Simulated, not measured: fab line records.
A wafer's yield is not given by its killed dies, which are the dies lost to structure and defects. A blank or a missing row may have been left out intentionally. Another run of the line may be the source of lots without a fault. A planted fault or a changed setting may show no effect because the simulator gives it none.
fab line records | flow nand_harc | part 1 of 2: steps 1 to 4 of 6
record: lots: 23 wafers: 69 last_day: 24
route steps=1159 shown A_CHANNEL_FILL_D1@517 A_STAIRCASE@547
lots that met no fault: taken from a fault-free run of the same line
start_h: hours from the record's opening day to when the first of the lot's shown wafers began | wait_h: hours since the lot's step before | " the same as in the row above | L1.1+2: one row covering several wafers at once | - no value present, or no start provided | * or withheld: withheld | < > ~ a bound
route shown NAME@n: a module of which the file shows steps, and the number in the route of the first | usual: average and standard deviation across the fault-free wafers | same: alike in all rows | chamber/n: place in a boat | sites: readings site by site | _std_site: their standard deviation | _edge_site: mean of outer sites minus mean of inner sites | radius_mm: how far each site lies from the wafer's centre | mask NAME#n: copy n | behind: the most recent tool/chamber to have shaped the wafer | hold: reason for holding the lot/hours on hold/outcome of the hold | device: the n, p or np transistor that did not switch | end of line: the tests these same wafers got at the end of their route | step lacking rows: just its recipe | killed: dies lost to structure and defects at the first sort, not the wafer's yield | map: the dies of a wafer, with x for killed, . for not killed, _ for no die there
set.NAME: the setting that was run; set.NAME@STEP: the one run at that earlier step | model.NAME: the simulator's own value behind a step, which no gauge read
a sample of lots followed through the steps of the route, with each step as a table and each wafer as a row
services: when a tool's chamber went out of use (start_h, in hours from the record's first day, below 0 if earlier), for how many hours, and the reason
== steps ==
step: NHARC_A_CHANNEL_FILL_D1_RTA_24
recipe: temp_c: 1000 time_s: 5
usual: lamp_power_pct: 27.2/3 lamp_zone_5_pct: 27.2/3 wafer_temp_C_max: 1004.2/0.92
columns lot.wafer tool chamber start_h wait_h lamp_power_pct lamp_zone_5_pct wafer_temp_C_max
L074.1 rtp_anneal-01 0 229.34 0.4 24.5 24.5 1004.4
L074.3 " 0 " " 24.5 24.5 1004.7
L074.5 " 0 " " 24.5 24.5 1003.7
L076.2 rtp_anneal-02 0 241.16 0.2 30.5 30.4 1003.5
L076.3 " 0 " " 30.4 30.4 1004.5
L076.4 " 0 " " 30.4 30.5 1003.7
L075.1 rtp_anneal-02 0 241.30 0.4 30.5 30.5 1004.6
L075.2 " 0 " " 30.5 30.4 1003.4
L075.3 " 0 " " 30.5 30.5 1003.1
L077.1 rtp_anneal-01 0 249.69 0.0 24.5 24.5 1005.1
L077.5 " 0 " " 24.5 24.5 1005.7
L077.6 " 0 " " 24.5 24.5 1007.1
L079.1 rtp_anneal-01 0 256.59 0.0 24.5 24.5 1004.7
L079.2 " 0 " " 24.5 24.5 1005.0
L079.3 " 0 " " 24.5 24.5 1003.4
L078.4 rtp_anneal-02 0 256.65 0.1 30.5 30.4 1004.4
L078.5 " 0 " " 30.4 30.5 1002.9
L078.6 " 0 " " 30.4 30.4 1003.8
L081.1 rtp_anneal-02 0 270.21 0.0 30.4 30.4 1003.9
L081.3 " 0 " " 30.4 30.4 1003.2
L081.4 " 0 " " 30.4 30.4 1003.3
L080.1 rtp_anneal-02 0 270.37 0.2 30.4 30.5 1003.7
L080.4 " 0 " " 30.4 30.4 1003.8
L080.5 " 0 " " 30.4 30.4 1005.0
L082.3 rtp_anneal-01 0 285.11 0.1 24.5 24.5 1004.1
L082.4 " 0 " " 24.5 24.4 1003.9
L082.6 " 0 " " 24.5 24.5 1005.2
L083.3 rtp_anneal-01 0 285.28 0.3 24.5 24.5 1003.9
L083.4 " 0 " " 24.5 24.5 1004.8
L083.6 " 0 " " 24.5 24.5 1004.1
L085.2 rtp_anneal-01 0 302.61 0.8 24.5 24.5 1003.6
L085.4 " 0 " " 24.5 24.5 1003.3
L085.6 " 0 " " 24.5 24.5 1004.3
L084.1 rtp_anneal-01 0 302.76 0.9 24.5 24.5 1004.0
L084.5 " 0 " " 24.5 24.5 1004.4
L084.6 " 0 " " 24.5 24.5 1004.5
L087.3 rtp_anneal-01 0 310.02 0.1 24.5 24.4 1003.3
L087.4 " 0 " " 24.5 24.5 1004.7
L087.5 " 0 " " 24.5 24.5 1004.2
L086.1 rtp_anneal-01 0 310.13 0.2 24.4 24.5 1004.6
L086.4 " 0 " " 24.5 24.5 1003.4
L086.6 " 0 " " 24.5 24.4 1003.1
L088.2 rtp_anneal-02 0 315.65 0.1 30.5 30.5 1003.4
L088.4 " 0 " " 30.5 30.4 1002.3
L088.6 " 0 " " 30.5 30.5 1003.5
L090.1 rtp_anneal-02 0 322.20 0.1 30.5 30.5 1005.2
L090.2 " 0 " " 30.4 30.5 1005.0
L090.6 " 0 " " 30.5 30.4 1005.0
L089.1 rtp_anneal-01 0 322.30 0.2 24.5 24.5 1003.8
L089.2 " 0 " " 24.5 24.5 1004.6
L089.4 " 0 " " 24.5 24.5 1003.7
L091.1 rtp_anneal-01 0 325.66 0.0 24.5 24.5 1004.3
L091.5 " 0 " " 24.5 24.5 1004.6
L091.6 " 0 " " 24.5 24.4 1003.2
L093.1 rtp_anneal-01 0 333.44 0.0 24.5 24.5 1004.6
L093.2 " 0 " " 24.5 24.5 1003.7
L093.3 " 0 " " 24.5 24.5 1003.4
L092.2 rtp_anneal-02 0 333.48 0.1 30.4 30.4 1003.0
L092.3 " 0 " " 30.4 30.5 1002.6
L092.4 " 0 " " 30.5 30.5 1003.8
L094.1 rtp_anneal-01 0 348.90 0.0 24.5 24.5 1004.8
L094.2 " 0 " " 24.5 24.5 1005.8
L094.6 " 0 " " 24.5 24.5 1005.0
L096.2 rtp_anneal-02 0 363.79 0.1 30.5 30.4 1004.2
L096.5 " 0 " " 30.4 30.4 1003.9
L096.6 " 0 " " 30.4 30.5 1001.8
L095.1 rtp_anneal-02 0 363.93 0.2 30.4 30.5 1002.6
L095.2 " 0 " " 30.4 30.5 1002.9
L095.3 " 0 " " 30.4 30.4 1003.2
step: NHARC_A_STAIRCASE_DESCUM_11
recipe: time_s: 3 o2_flow_sccm: 200 ar_flow_sccm: 0 bias_power_w: 0 chemistry: O2
usual: drypump_motor_current_A: 5.7/0.47 oes_product_au: 1.000/0.008 rf_vpp_V: 57.6/0.84 showerhead_plenum_p_Torr: 1.88/0.082 throttle_valve_pct: 11.312/0.0099
columns lot.wafer tool chamber start_h wait_h drypump_motor_current_A oes_product_au rf_hours_counter_h rf_vpp_V showerhead_plenum_p_Torr throttle_valve_pct
L074.1 rie_diel-13 0 232.71 - 5.4 1.002 50 56.7 1.85 11.305
L074.3 " 2 " " 6.3 0.986 51 58.6 1.87 11.321
L074.5 " 3 " " 5.4 0.993 - 57.2 1.78 11.316
L076.2 rie_diel-08 2 244.45 - 6.2 1.006 47 57.9 2.02 11.310
L076.4 " 3 " " 5.0 0.987 43 58.1 1.83 11.319
L076.3 " 1 " " 5.7 1.006 37 57.0 1.86 11.332
L075.2 rie_diel-13 0 244.86 - 5.4 1.002 54 56.9 1.85 11.308
L075.3 " 1 " " 6.4 1.007 56 58.7 1.78 11.320
L075.1 " 3 " " 5.4 0.993 44 55.7 1.78 11.285
L077.1 rie_diel-13 0 252.66 - 5.4 1.001 56 59.6 1.85 11.319
L077.6 " 2 " " 6.3 0.996 - 57.5 1.87 11.325
L077.5 " 3 " " 5.3 0.987 - 56.6 1.78 11.290
L078.4 rie_diel-08 2 259.89 - 6.3 0.997 53 57.9 2.02 11.309
L078.6 " 0 " " 5.6 1.016 - 58.4 1.95 11.310
L078.5 " 1 " " 5.7 1.011 - 58.2 1.86 11.299
L079.3 rie_diel-13 3 261.01 - 5.3 0.992 48 57.2 1.78 11.318
L079.1 " 0 " " 5.4 1.004 58 58.5 1.85 11.296
L079.2 " 1 " " 6.5 0.990 60 57.9 1.78 11.295
L081.3 rie_diel-13 3 273.29 - 5.4 1.002 53 57.5 1.78 11.324
L081.1 " 0 " " 5.4 0.999 63 57.2 1.84 11.310
L081.4 " 0 " " 5.4 1.007 - 58.3 1.84 11.307
L080.1 rie_diel-08 1 273.50 - 5.7 0.996 49 56.9 1.86 11.287
L080.4 " 3 " " 5.0 0.993 58 55.1 1.82 11.304
L080.5 " 1 " " 5.7 0.996 - 57.9 1.86 11.300
L082.3 rie_diel-08 2 288.34 - 6.3 0.989 67 57.7 2.02 11.316
L082.4 " 3 " " 5.0 0.994 64 57.4 1.82 11.331
L082.6 " 0 " " 5.6 1.000 - 57.0 1.95 11.325
L083.4 rie_diel-13 3 288.89 - 5.3 1.009 1 57.6 1.78 11.300
L083.3 " 0 " " 5.4 1.000 1 58.3 1.84 11.314
L083.6 " 3 " " 5.3 1.004 - 57.8 1.78 11.310
L085.2 rie_diel-13 3 319.22 - 5.3 0.993 9 55.4 1.77 11.322
L085.4 " 0 " " 5.4 1.001 8 57.1 1.84 11.312
L085.6 " 3 " " 5.4 1.014 - 57.0 1.77 11.310
L087.3 rie_diel-08 3 319.52 - 5.0 0.994 1 56.5 1.82 11.300
L087.4 " 0 " " 5.6 0.995 1 58.6 1.95 11.302
L087.5 " 0 " " 5.6 0.992 - 58.3 1.95 11.325
L084.1 rie_diel-08 3 319.70 - 5.0 0.997 1 57.2 1.82 11.305
L084.5 " 2 " " 6.3 1.016 - 57.3 2.02 11.312
L084.6 " 3 " " 5.0 0.996 - 57.7 1.82 11.307
L086.1 rie_diel-13 2 319.74 - 6.3 1.005 10 57.8 1.86 11.318
L086.4 " 3 " " 5.4 0.997 9 56.5 1.77 11.313
L086.6 " 1 " " 6.4 0.991 - 57.4 1.77 11.317
L088.2 rie_diel-08 0 319.96 - 5.6 1.007 1 59.2 1.95 11.306
L088.4 " 3 " " 5.0 1.009 1 57.4 1.82 11.310
L088.6 " 0 " " 5.6 1.004 - 57.0 1.95 11.309
L089.2 rie_diel-08 0 325.48 - 5.6 1.015 4 58.0 1.95 11.334
L089.1 " 1 " " 5.8 1.000 5 56.2 1.85 11.308
L089.4 " 2 " " 6.3 1.005 5 57.2 2.01 11.327
L090.1 rie_diel-08 2 325.79 - 6.3 1.018 6 57.3 2.01 11.296
L090.2 " 0 " " 5.6 1.003 4 56.6 1.95 11.310
L090.6 " 0 " " 5.6 1.020 - 57.8 1.95 11.321
L091.1 rie_diel-01 1 328.84 - 5.1 1.001 2 57.2 2.01 11.303
L091.5 " 0 " " 6.2 0.995 - 58.2 1.97 11.319
L091.6 " 1 " " 5.1 1.002 - 59.5 2.01 11.307
L093.2 rie_diel-08 1 336.74 - 5.7 0.991 12 58.4 1.85 11.320
L093.3 " 2 " " 6.3 1.002 13 58.0 2.01 11.310
L093.1 " 0 " " 5.6 0.999 11 57.9 1.95 11.322
L092.2 rie_diel-13 1 337.79 - 6.4 0.999 19 57.8 1.77 11.304
L092.4 " 3 " " 5.4 1.005 21 56.9 1.77 11.309
L092.3 " 0 " " 5.4 0.989 19 57.8 1.84 11.310
L094.1 rie_diel-01 2 351.88 - 6.3 0.998 14 58.5 1.87 11.326
L094.2 " 0 " " 6.2 0.998 14 57.9 1.96 11.311
L094.6 " 1 " " 5.1 0.996 - 58.9 2.01 11.293
L096.2 rie_diel-08 3 366.59 - 5.0 0.996 14 57.9 1.81 11.330
L096.5 " 3 " " 5.0 0.996 - 57.5 1.81 11.310
L096.6 " 0 " " 5.6 1.014 - 58.4 1.94 11.321
L095.2 rie_diel-01 1 367.04 - 5.1 1.004 15 57.2 2.00 11.293
L095.1 " 2 " " 6.3 1.012 19 58.5 1.87 11.296
L095.3 " 3 " " 5.7 1.003 19 57.3 1.92 11.295
step: NHARC_A_STAIRCASE_ETCH_15
recipe: target_depth_a: 1000 time_s: 40.5 ion_energy_ev: 400 c4f8_flow_sccm: 20 o2_flow_sccm: 10 ar_flow_sccm: withheld rf_w: 600 bias_w: 1000 chemistry: C4F8/O2
usual: oes_product_au: 0.940/0.011 rf_vpp_V: 894/5.3
columns lot.wafer tool chamber start_h wait_h oes_product_au rf_hours_counter_h rf_vpp_V
L074.1 rie_diel-13 1 - - 0.925 53 888
L074.3 " 3 " " 0.926 39 888
L074.5 " 0 " " 0.933 - 892
L076.2 rie_diel-08 1 - - 0.934 38 893
L076.4 " 3 " " 0.934 44 890
L076.3 " 0 " " 0.933 42 898
L075.2 rie_diel-13 0 - - 0.941 54 891
L075.1 " 1 " " 0.942 57 887
L075.3 " 2 " " 0.942 55 893
L077.1 rie_diel-13 3 - - 0.919 46 887
L077.5 " 1 " " 0.929 - 887
L077.6 " 2 " " 0.938 - 894
L078.4 rie_diel-08 0 - - 0.961 50 899
L078.5 " 1 " " 0.946 - 891
L078.6 " 2 " " 0.949 - 903
L079.3 rie_diel-13 3 - - 0.940 48 887
L079.1 " 0 " " 0.941 59 891
L079.2 " 1 " " 0.947 61 888
L081.3 rie_diel-13 1 - - 0.941 66 887
L081.1 " 0 " " 0.940 63 891
L081.4 " 1 " " 0.946 - 887
L080.1 rie_diel-08 3 - - 0.952 58 890
L080.4 " 1 " " 0.945 49 894
L080.5 " 2 " " 0.937 - 903
L082.4 rie_diel-08 3 - - 0.936 64 890
L082.3 " 1 " " 0.940 55 892
L082.6 " 3 " " 0.940 - 890
L083.3 rie_diel-13 0 - - 0.935 1 892
L083.4 " 2 " " 0.966 1 895
L083.6 " 3 " " 0.951 - 887
L085.2 rie_diel-13 2 - - 0.960 10 893
L085.4 " 3 " " 0.947 9 890
L085.6 " 0 " " 0.926 - 891
L087.4 rie_diel-08 1 - - 0.923 1 895
L087.3 " 3 " " 0.942 1 890
L087.5 " 2 " " 0.938 - 902
L086.1 rie_diel-13 3 - - 0.947 10 886
L086.4 " 0 " " 0.928 9 891
L086.6 " 1 " " 0.927 - 886
L084.1 rie_diel-08 3 - - 0.940 2 890
L084.5 " 1 " " 0.928 - 890
L084.6 " 2 " " 0.940 - 903
L088.2 rie_diel-08 2 - - 0.944 2 903
L088.4 " 0 " " 0.940 2 898
L088.6 " 1 " " 0.924 - 893
L089.2 rie_diel-08 2 - - 0.931 6 904
L089.1 " 1 " " 0.940 5 894
L089.4 " 1 " " 0.936 - 892
L090.1 rie_diel-08 2 - - 0.936 6 902
L090.2 " 0 " " 0.936 5 899
L090.6 " 2 " " 0.926 - 901
L091.1 rie_diel-01 0 - - 0.937 2 899
L091.5 " 3 " " 0.961 - 895
L091.6 " 0 " " 0.929 - 898
L093.3 rie_diel-08 2 - - 0.944 13 902
L093.2 " 3 " " 0.936 5 891
L093.1 " 0 " " 0.942 12 899
L092.2 rie_diel-13 3 - - 0.946 21 885
L092.3 " 1 " " 0.926 20 887
L092.4 " 2 " " 0.949 22 893
L094.1 rie_diel-01 2 - - 0.942 14 893
L094.2 " 3 " " 0.936 14 896
L094.6 " 3 " " 0.936 - 897
L096.2 rie_diel-08 2 - - 0.956 23 903
L096.5 " 0 " " 0.946 - 898
L096.6 " 1 " " 0.947 - 893
L095.1 rie_diel-01 2 - - 0.947 19 894
L095.2 " 3 " " 0.934 19 897
L095.3 " 0 " " 0.947 18 899
step: NHARC_A_STAIRCASE_TRIM_26
recipe: time_s: 211.2 o2_flow_sccm: 500 ar_flow_sccm: 0 bias_w: 0 chemistry: O2
usual: drypump_motor_current_A: 5.8/0.49 oes_product_au: 1.000/0.007 rf_vpp_V: 57.6/0.85 showerhead_plenum_p_Torr: 3.47/0.14 throttle_valve_pct: 17.035/0.0086
columns lot.wafer tool chamber start_h wait_h drypump_motor_current_A oes_product_au rf_hours_counter_h rf_vpp_V showerhead_plenum_p_Torr throttle_valve_pct
L074.3 rie_diel-13 3 - - 5.3 0.987 41 57.4 3.30 17.030
L074.1 " 1 " " 6.4 1.003 54 58.4 3.30 17.042
L074.5 " 0 " " 5.4 1.008 - 56.7 3.42 17.015
L076.3 rie_diel-08 3 - - 5.0 1.002 45 58.7 3.38 17.035
L076.2 " 0 " " 5.6 1.015 43 57.7 3.60 17.031
L076.4 " 2 " " 6.3 0.992 48 58.7 3.72 17.045
L075.1 rie_diel-13 2 - - 6.3 1.001 55 58.0 3.45 17.051
L075.3 " 3 " " 5.4 0.995 44 57.2 3.30 17.040
L075.2 " 1 " " 6.4 1.000 57 57.8 3.30 17.030
L077.1 rie_diel-08 2 - - 6.3 1.006 52 58.8 3.71 17.030
L077.5 " 2 " " 6.3 0.995 - 57.9 3.71 17.034
L077.6 " 3 " " 5.0 0.991 - 57.3 3.37 17.041
L078.4 rie_diel-01 0 - - 6.2 0.990 40 57.1 3.63 17.028
L078.6 " 0 " " 6.2 1.002 - 56.2 3.63 17.039
L078.5 " 1 " " 5.1 0.991 - 57.2 3.70 17.035
L079.2 rie_diel-13 1 - - 6.4 1.000 62 57.8 3.30 17.030
L079.3 " 3 " " 5.4 0.988 50 57.6 3.29 17.042
L079.1 " 0 " " 5.4 1.004 60 58.3 3.41 17.028
L081.1 rie_diel-13 0 - - 5.4 0.998 64 57.0 3.41 17.019
L081.3 " 1 " " 6.4 0.987 66 56.9 3.29 17.034
L081.4 " 0 " " 5.4 0.998 - 58.1 3.41 17.035
L080.4 rie_diel-08 1 - - 5.7 1.002 50 56.2 3.43 17.047
L080.1 " 3 " " 5.0 0.999 59 57.3 3.37 17.036
L080.5 " 1 " " 5.7 1.006 - 57.5 3.43 17.042
L082.4 rie_diel-13 1 - - 6.5 1.006 1 57.2 3.29 17.028
L082.3 " 2 " " 6.3 1.008 2 56.6 3.45 17.043
L082.6 " 2 " " 6.3 0.985 - 57.4 3.45 17.037
L083.3 rie_diel-13 2 - - 6.3 1.005 2 57.3 3.45 17.043
L083.4 " 1 " " 6.4 1.008 2 56.3 3.29 17.033
L083.6 " 3 " " 5.4 1.003 - 56.7 3.29 17.034
L085.4 rie_diel-13 3 - - 5.4 1.000 13 58.3 3.28 17.041
L085.2 " 2 " " 6.3 1.004 13 58.8 3.44 17.021
L085.6 " 3 " " 5.3 1.006 - 56.4 3.28 17.035
L084.1 rie_diel-08 0 - - 5.6 1.000 4 56.9 3.59 17.034
L084.5 " 0 " " 5.6 1.005 - 59.1 3.59 17.040
L084.6 " 1 " " 5.8 0.993 - 58.2 3.43 17.048
L087.3 rie_diel-13 1 - - 6.4 0.993 12 57.0 3.29 17.041
L087.4 " 3 " " 5.4 0.993 13 56.3 3.28 17.021
L087.5 " 1 " " 6.5 1.003 - 58.9 3.29 17.029
L086.1 rie_diel-13 2 - - 6.3 1.007 14 58.1 3.44 17.045
L086.4 " 3 " " 5.4 0.985 13 57.6 3.28 17.017
L086.6 " 3 " " 5.4 0.992 - 56.4 3.28 17.032
L088.4 rie_diel-08 0 - - 5.6 1.001 4 57.8 3.59 17.043
L088.2 " 3 " " 5.0 0.989 5 55.7 3.36 17.036
L088.6 " 0 " " 5.6 1.011 - 57.3 3.59 17.038
L089.4 rie_diel-01 3 - - 5.6 1.006 2 56.9 3.54 17.058
L089.2 " 0 " " 6.2 0.996 2 58.6 3.62 17.042
L089.1 " 1 " " 5.1 1.007 2 58.4 3.69 17.047
L090.1 rie_diel-08 1 - - 5.7 0.993 8 57.0 3.42 17.031
L090.2 " 2 " " 6.3 1.009 8 56.7 3.70 17.042
L090.6 " 0 " " 5.6 1.008 - 59.7 3.59 17.017
L091.1 rie_diel-01 1 - - 5.1 1.001 3 57.2 3.69 17.039
L091.6 " 0 " " 6.2 0.992 - 56.5 3.62 17.021
L091.5 " 1 " " 5.1 0.995 - 60.2 3.69 17.037
L092.3 rie_diel-01 3 - - 5.7 0.999 10 57.0 3.54 17.017
L092.2 " 0 " " 6.2 0.993 10 58.5 3.61 17.045
L092.4 " 1 " " 5.1 0.993 7 58.8 3.69 17.039
L093.1 rie_diel-01 1 - - 5.1 0.993 7 57.9 3.69 17.038
L093.2 " 2 " " 6.3 1.000 10 58.9 3.46 17.031
L093.3 " 3 " " 5.7 0.999 10 56.2 3.54 17.030
L094.1 rie_diel-08 3 - - 5.0 0.996 12 56.8 3.36 17.029
L094.2 " 1 " " 5.7 0.998 20 56.5 3.42 17.033
L094.6 " 2 " " 6.3 1.013 - 58.6 3.69 17.028
L096.2 rie_diel-13 3 - - 5.4 0.996 30 55.7 3.27 17.040
L096.6 " 3 " " 5.4 1.002 - 57.3 3.28 17.028
L096.5 " 0 " " 5.4 1.001 - 57.4 3.39 17.026
L095.2 rie_diel-01 2 - - 6.3 1.012 20 57.4 3.45 17.043
L095.1 " 0 " " 6.2 0.993 18 57.9 3.61 17.036
L095.3 " 1 " " 5.1 1.007 16 58.6 3.68 17.046
